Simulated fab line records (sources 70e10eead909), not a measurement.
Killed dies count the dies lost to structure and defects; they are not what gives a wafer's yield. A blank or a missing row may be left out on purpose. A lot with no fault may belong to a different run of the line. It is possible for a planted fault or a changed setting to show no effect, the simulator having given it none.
Matching of chambers	flow nandHarc	NHARC_A_CHANNEL_FILL_D1_ALD_14 on aldHk-02: 4 sister chambers
The step deposits SiO2, target thk 2.5 nm, pulse time 10 s, ald cycles 25. 4 wafers are shown with their chamber, then 10 later ones without.

## EACH WAFER AND ITS CHAMBER
wafer	chamber	heaterPowerW (W)
L083.4	1	462
L083.5	2	474
L085.2	3	472
L085.4	0	421

## WAFERS WITHOUT THEIR CHAMBER
wafer	heaterPowerW (W)
L085.6	451
L093.1	464
L093.2	496
L093.4	486
L094.2	429
L094.3	473
L094.6	460
L096.3	430
L096.4	494
L096.6	441

## EACH ONE'S CHAMBER
wafer	from the rows above	in truth
L085.6	can't be placed: 1 or 3 or 2 or 0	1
L093.1	can't be placed: 1 or 3 or 2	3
L093.2	can't be placed: 2 or 3 or 1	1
L093.4	can't be placed: 2 or 3 or 1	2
L094.2	can't be placed: 0 or 1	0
L094.3	can't be placed: 2 or 3 or 1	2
L094.6	can't be placed: 1 or 3 or 2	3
L096.3	can't be placed: 0 or 1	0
L096.4	can't be placed: 2 or 3 or 1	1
L096.6	can't be placed: 0 or 1 or 3 or 2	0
0 of 10 placed correctly. These rows do not allow placing 10 (true chamber among the candidates in 10). Placed wrongly: 0.
How it was worked out, from the rows above alone: a wafer's distance from a chamber is the root of the sum, over the readings, of the square of ((its reading less the chamber's mean) divided by the reading's scatter). If the next closest chamber is less than 2 further off than the closest, the wafer can't be placed; otherwise it belongs to the closest. For every chamber, the mean is computed from those of its wafers that are shown. The scatter: root of mean squared gap, hidden wafer to nearest shown wafer, with one shown wafer a chamber.
